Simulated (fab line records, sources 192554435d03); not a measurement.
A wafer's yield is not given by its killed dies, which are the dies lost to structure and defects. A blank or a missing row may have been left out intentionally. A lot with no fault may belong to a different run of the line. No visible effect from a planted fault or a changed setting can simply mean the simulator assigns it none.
fab line records -- flow n5-finfet -- part 2 of 2: steps 5 to 6 of 6
record lots=23, wafers=69, last-day=17
route steps=1938 shown HKMG_FIN@442 GATE_CUT@469
lots that met no fault: from a run of the same line without faults
start-h: hours from the record's first day to the start of the lot's first wafer shown -- wait-h: hours elapsed since this lot's preceding step -- " identical to the entry in the row above -- L1.1+2: several wafers, shown together as one row -- - value missing, or start not given -- * or withheld: withheld -- < > ~ a bound
route shown NAME@n: NAME is a module with steps in the file, n the number in the route of the first one -- usual: the fault-free wafers' mean and standard deviation -- same: alike in all rows -- chamber/n: place in a boat -- sites: each site's reading -- _std_site: their standard deviation -- _edge_site: outer sites' mean less inner sites' -- radius-mm: for every site, how far away it sits from the centre of the wafer -- mask NAME#n: copy n -- behind: the most recent tool/chamber to have shaped the wafer -- hold: cause of the lot's hold/its duration in hours/its outcome -- device: which transistor (n, p or np) failed to switch -- end of line: the tests these same wafers got at the end of their route -- a step given without rows: its recipe and nothing more -- killed: dies that structure and defects cost at the first sort, which is not the same as the wafer's yield -- map: per-die view of a wafer (x killed, . not killed, _ where there is no die)
set.NAME: the setting the step ran with; set.NAME@STEP: the setting that earlier step ran with -- model.NAME: the simulator's own value behind a step, which no gauge read
steps of the route over a sample of lots; a table a step, a row a wafer
services: the hour from which a tool's chamber was out of use, counted from the record's first day as start-h (under 0 if before that day), plus the number of hours and why
## steps
# step N5_GATE_CUT_DESCUM_18
# recipe chemistry=O2, time-s=7, source-power-w=50, bias-power-w=20, pressure-mtorr=20, rf-frequency-hz=2.712e+07, temp-c=40, resist=CAR-EUV, o2-flow-sccm=225
# usual drypump-motor-current-A=5.8/0.42, oes-product-au=0.81/0.093, rf-fwd-power-W=49.31/0.21, rf-vpp-V=243.6/1.4, showerhead-plenum-p-Torr=2.12/0.075, throttle-valve-pct=20.38/0.23
lot.wafer,tool,chamber,start-h,wait-h,drypump-motor-current-A,oes-product-au,rf-fwd-power-W,rf-hours-counter-h,rf-vpp-V,showerhead-plenum-p-Torr,throttle-valve-pct
L074.3,rie-diel-06,3,81.10,0.0,5.8,0.88,49.40,49,243.8,2.22,20.11
L074.4,rie-diel-06,1,81.10,0.0,6.1,0.66,49.52,248,242.4,2.14,20.41
L074.5,rie-diel-06,1,81.10,0.0,6.1,0.67,49.64,-,243.9,2.15,20.39
L075.2,rie-diel-06,3,94.33,0.9,5.9,0.87,49.20,55,246.0,2.22,20.14
L075.3,rie-diel-06,2,94.33,0.9,5.2,0.95,48.84,11,243.8,2.15,20.35
L075.5,rie-diel-06,2,94.33,0.9,5.2,0.94,48.81,-,244.7,2.15,20.37
L076.2,rie-diel-06,0,97.00,1.1,5.9,0.70,49.50,214,242.9,2.07,20.55
L076.4,rie-diel-06,3,97.00,1.1,5.9,0.87,49.42,-,245.5,2.22,20.14
L076.6,rie-diel-06,2,97.00,1.1,5.2,0.96,49.12,-,245.2,2.15,20.34
L077.2,rie-diel-03,3,103.17,0.4,5.3,0.69,49.30,224,242.9,2.06,20.72
L077.4,rie-diel-03,2,103.17,0.4,5.3,0.78,49.34,-,243.0,2.02,20.47
L077.5,rie-diel-03,3,103.17,0.4,5.3,0.69,49.23,-,242.9,2.06,20.71
L079.1,rie-diel-06,0,117.70,0.2,5.9,0.68,49.67,220,244.1,2.07,20.57
L079.2,rie-diel-06,1,117.70,0.2,6.1,0.99,49.39,1,244.4,2.14,20.07
L079.6,rie-diel-06,3,117.70,0.2,5.8,0.86,49.30,-,245.6,2.22,20.13
L080.1,rie-diel-03,2,127.29,0.6,5.3,0.77,49.08,126,241.4,2.02,20.49
L080.2,rie-diel-03,0,127.29,0.6,6.6,0.95,49.19,2,243.4,2.06,20.27
L080.5,rie-diel-03,2,127.29,0.6,5.3,0.76,49.09,-,241.7,2.02,20.49
L081.2,rie-diel-03,2,133.09,0.0,5.3,0.78,49.28,129,241.1,2.02,20.50
L081.3,rie-diel-03,3,133.09,0.0,5.3,0.68,49.35,234,243.3,2.06,20.74
L081.4,rie-diel-03,1,133.09,0.0,5.9,0.75,49.13,147,245.5,2.19,20.64
L082.1,rie-diel-06,2,135.87,0.0,5.2,0.90,49.15,28,245.4,2.14,20.38
L082.3,rie-diel-06,1,135.87,0.0,6.2,0.96,49.53,7,244.3,2.14,20.06
L082.6,rie-diel-06,1,135.87,0.0,6.1,0.96,49.50,-,243.6,2.14,20.07
L083.2,rie-diel-02,0,138.58,0.0,6.0,0.87,49.39,56,245.9,2.22,20.09
L083.3,rie-diel-02,1,138.58,0.0,6.3,0.78,49.43,-,245.2,2.19,20.08
L083.6,rie-diel-02,1,138.58,0.0,6.2,0.77,49.49,-,244.5,2.19,20.07
L084.2,rie-diel-02,0,146.12,0.0,6.0,0.84,49.62,60,244.9,2.21,20.11
L084.3,rie-diel-02,2,146.12,0.0,6.2,0.75,49.56,176,243.2,1.99,20.73
L084.6,rie-diel-02,0,146.12,0.0,6.0,0.84,49.61,-,245.3,2.21,20.09
L085.1,rie-diel-06,1,150.93,0.2,6.1,0.94,49.40,13,244.5,2.14,20.08
L085.4,rie-diel-06,3,150.93,0.2,5.8,0.84,49.29,77,244.5,2.21,20.16
L085.5,rie-diel-06,3,150.93,0.2,5.8,0.84,49.45,-,245.1,2.21,20.16
L086.4,rie-diel-03,1,157.09,0.1,5.9,0.74,49.31,157,244.6,2.18,20.64
L086.5,rie-diel-03,3,157.09,0.1,5.4,0.67,49.13,-,242.7,2.06,20.76
L086.6,rie-diel-03,0,157.09,0.1,6.6,0.91,49.30,-,242.0,2.05,20.29
L087.3,rie-diel-06,2,164.75,0.0,5.2,0.90,49.16,39,244.1,2.14,20.39
L087.4,rie-diel-06,3,164.75,0.0,5.8,0.85,48.98,82,244.5,2.21,20.17
L087.6,rie-diel-06,0,164.75,0.0,6.0,0.67,49.46,-,242.4,2.06,20.59
L088.1,rie-diel-03,3,170.32,0.0,5.4,0.67,49.41,247,242.2,2.05,20.76
L088.4,rie-diel-03,1,170.32,0.0,5.9,0.75,49.34,161,243.8,2.18,20.65
L088.6,rie-diel-03,1,170.32,0.0,5.9,0.74,49.02,-,244.6,2.18,20.65
L089.1,rie-diel-03,3,178.04,0.0,5.4,0.68,49.29,250,244.1,2.05,20.76
L089.2,rie-diel-03,2,178.04,0.0,5.3,0.77,49.20,144,241.9,2.01,20.52
L089.4,rie-diel-03,1,178.04,0.0,6.0,0.74,49.13,164,245.5,2.18,20.65
L090.2,rie-diel-03,1,181.89,0.8,6.0,0.74,48.90,166,243.7,2.18,20.67
L090.3,rie-diel-03,0,181.89,0.8,6.6,0.89,49.41,22,243.2,2.05,20.31
L090.5,rie-diel-03,1,181.89,0.8,6.0,0.74,48.91,-,245.3,2.18,20.66
L091.1,rie-diel-02,3,190.14,0.0,5.6,0.95,49.28,12,245.3,2.24,20.30
L091.3,rie-diel-02,2,190.14,0.0,6.2,0.75,49.27,192,242.6,1.99,20.74
L091.6,rie-diel-02,1,190.14,0.0,6.2,0.75,49.56,-,243.5,2.18,20.10
L092.3,rie-diel-03,1,194.76,0.0,6.0,0.73,49.37,172,243.9,2.18,20.65
L092.5,rie-diel-03,2,194.76,0.0,5.3,0.75,49.43,-,242.1,2.01,20.52
L092.6,rie-diel-03,1,194.76,0.0,5.9,0.73,49.40,-,245.8,2.18,20.67
L093.2,rie-diel-06,2,201.10,0.0,5.2,0.87,48.95,44,244.3,2.13,20.39
L093.4,rie-diel-06,3,201.10,0.0,5.8,0.83,49.03,88,245.3,2.21,20.16
L093.6,rie-diel-06,3,201.10,0.0,5.9,0.83,49.18,-,244.1,2.21,20.18
L094.1,rie-diel-03,2,205.02,0.1,5.3,0.75,49.07,156,241.5,2.01,20.53
L094.5,rie-diel-03,1,205.02,0.1,5.9,0.72,49.11,-,244.6,2.18,20.66
L094.6,rie-diel-03,2,205.02,0.1,5.3,0.75,49.09,-,242.0,2.01,20.53
L095.2,rie-diel-02,3,211.04,0.1,5.6,0.93,49.31,19,246.8,2.24,20.31
L095.4,rie-diel-02,1,211.04,0.1,6.3,0.74,49.13,161,245.2,2.18,20.10
L095.6,rie-diel-02,2,211.04,0.1,6.2,0.73,49.53,-,241.5,1.99,20.77
L096.1,rie-diel-06,1,219.72,0.0,6.2,0.90,49.41,29,242.4,2.13,20.10
L096.2,rie-diel-06,2,219.72,0.0,5.2,0.86,48.96,50,244.8,2.13,20.40
L096.6,rie-diel-06,2,219.72,0.0,5.3,0.88,49.05,-,242.9,2.13,20.40
L097.2,rie-diel-02,1,227.10,0.0,6.2,0.73,49.51,168,243.1,2.17,20.13
L097.3,rie-diel-02,3,227.10,0.0,5.6,0.91,49.65,25,244.9,2.23,20.32
L097.5,rie-diel-02,1,227.10,0.0,6.2,0.74,48.97,-,244.7,2.17,20.12
# step N5_GATE_CUT_VAPOR_ETCH_49
# recipe chemistry=BCl3/Cl2, target=TiAlC, mode=isotropic
# usual drypump-motor-current-A=5.5/0.38, oes-product-au=0.79/0.081
lot.wafer,tool,chamber,start-h,wait-h,drypump-motor-current-A,oes-product-au
L074.3,rie-metal-02,1,81.72,0.0,5.2,0.88
L074.4,rie-metal-02,0,81.72,0.0,5.5,0.79
L074.5,rie-metal-02,0,81.72,0.0,5.5,0.79
L075.2,rie-metal-01,1,94.93,0.0,6.1,0.85
L075.3,rie-metal-01,0,94.93,0.0,5.3,0.76
L075.5,rie-metal-01,1,94.93,0.0,6.0,0.84
L076.2,rie-metal-03,0,97.61,0.0,4.9,0.67
L076.4,rie-metal-03,1,97.61,0.0,5.6,0.95
L076.6,rie-metal-03,1,97.61,0.0,5.6,0.96
L077.2,rie-metal-02,1,103.77,0.0,5.2,0.87
L077.4,rie-metal-02,0,103.77,0.0,5.5,0.78
L077.5,rie-metal-02,1,103.77,0.0,5.3,0.87
L079.1,rie-metal-01,1,118.30,0.0,6.1,0.83
L079.2,rie-metal-01,0,118.30,0.0,5.3,0.75
L079.6,rie-metal-01,1,118.30,0.0,6.1,0.84
L080.1,rie-metal-02,1,127.89,0.0,5.2,0.86
L080.2,rie-metal-02,0,127.89,0.0,5.5,0.78
L080.5,rie-metal-02,0,127.89,0.0,5.5,0.77
L081.2,rie-metal-02,0,133.71,0.0,5.5,0.77
L081.3,rie-metal-02,1,133.71,0.0,5.3,0.86
L081.4,rie-metal-02,0,133.71,0.0,5.5,0.77
L082.1,rie-metal-03,0,136.47,0.0,4.9,0.67
L082.3,rie-metal-03,0,136.47,0.0,4.9,0.67
L082.6,rie-metal-03,1,136.47,0.0,5.6,0.93
L083.2,rie-metal-01,1,139.59,0.1,6.1,0.83
L083.3,rie-metal-01,1,139.59,0.1,6.1,0.82
L083.6,rie-metal-01,1,139.59,0.1,6.1,0.83
L084.2,rie-metal-01,0,146.73,0.0,5.3,0.74
L084.3,rie-metal-01,1,146.73,0.0,6.1,0.82
L084.6,rie-metal-01,1,146.73,0.0,6.1,0.81
L085.1,rie-metal-01,1,151.53,0.0,6.1,0.82
L085.4,rie-metal-01,1,151.53,0.0,6.1,0.82
L085.5,rie-metal-01,0,151.53,0.0,5.3,0.74
L086.4,rie-metal-02,1,157.70,0.0,5.2,0.86
L086.5,rie-metal-02,0,157.70,0.0,5.5,0.78
L086.6,rie-metal-02,1,157.70,0.0,5.2,0.86
L087.3,rie-metal-01,1,165.37,0.0,6.1,0.81
L087.4,rie-metal-01,0,165.37,0.0,5.2,0.74
L087.6,rie-metal-01,0,165.37,0.0,5.3,0.73
L088.1,rie-metal-01,1,170.92,0.0,6.1,0.82
L088.4,rie-metal-01,1,170.92,0.0,6.1,0.82
L088.6,rie-metal-01,1,170.92,0.0,6.1,0.82
L089.1,rie-metal-03,1,178.65,0.0,5.5,0.90
L089.2,rie-metal-03,0,178.65,0.0,4.9,0.66
L089.4,rie-metal-03,1,178.65,0.0,5.6,0.90
L090.2,rie-metal-03,0,182.50,0.0,4.9,0.66
L090.3,rie-metal-03,1,182.50,0.0,5.6,0.89
L090.5,rie-metal-03,0,182.50,0.0,4.9,0.66
L091.1,rie-metal-03,1,190.74,0.0,5.6,0.88
L091.3,rie-metal-03,0,190.74,0.0,4.9,0.66
L091.6,rie-metal-03,1,190.74,0.0,5.6,0.89
L092.3,rie-metal-02,1,195.38,0.0,5.3,0.84
L092.5,rie-metal-02,0,195.38,0.0,5.5,0.75
L092.6,rie-metal-02,1,195.38,0.0,5.3,0.84
L093.2,rie-metal-01,0,201.70,0.0,5.3,0.73
L093.4,rie-metal-01,1,201.70,0.0,6.1,0.80
L093.6,rie-metal-01,1,201.70,0.0,6.0,0.81
L094.1,rie-metal-03,0,205.63,0.0,4.9,0.65
L094.5,rie-metal-03,1,205.63,0.0,5.6,0.88
L094.6,rie-metal-03,0,205.63,0.0,4.9,0.66
L095.2,rie-metal-02,0,211.64,0.0,5.5,0.74
L095.4,rie-metal-02,0,211.64,0.0,5.5,0.76
L095.6,rie-metal-02,0,211.64,0.0,5.5,0.76
L096.1,rie-metal-01,1,220.33,0.0,6.1,0.81
L096.2,rie-metal-01,0,220.33,0.0,5.3,0.72
L096.6,rie-metal-01,0,220.33,0.0,5.2,0.73
L097.2,rie-metal-03,1,227.71,0.0,5.6,0.87
L097.3,rie-metal-03,1,227.71,0.0,5.6,0.87
L097.5,rie-metal-03,1,227.71,0.0,5.6,0.86
## services
tool,chamber,start-h,hours,kind
cmp-01,-,53.93,4.5,pm
ald-metal-03,-,64.14,1.8,repair
rie-metal-01,-,65.02,0.5,repair
rie-metal-01,-,79.58,2.9,repair
rie-diel-06,0,88.86,4.1,repair
ald-metal-01,-,112.91,0.6,repair
rie-diel-02,1,113.73,15.6,repair
rie-diel-06,2,117.42,1.2,repair
ald-metal-03,-,131.62,0.8,repair
rie-metal-01,0,134.08,6.0,repair
cmp-03,-,142.93,1.2,repair
rie-diel-02,3,153.75,1.5,repair
ald-metal-03,-,159.25,6.0,pm
cmp-01,-,160.18,2.3,repair
cmp-03,-,164.27,0.9,repair
rie-diel-03,3,164.52,1.7,repair
ald-metal-01,-,173.87,2.8,pm
cmp-03,-,175.11,3.4,pm
rie-diel-06,-,179.18,14.6,pm
pecvd-03,2,190.05,6.5,repair
cmp-03,-,195.42,1.8,repair
ald-metal-01,2,195.64,10.1,repair
rie-diel-02,0,201.01,9.1,repair
rie-diel-02,2,223.76,6.1,repair
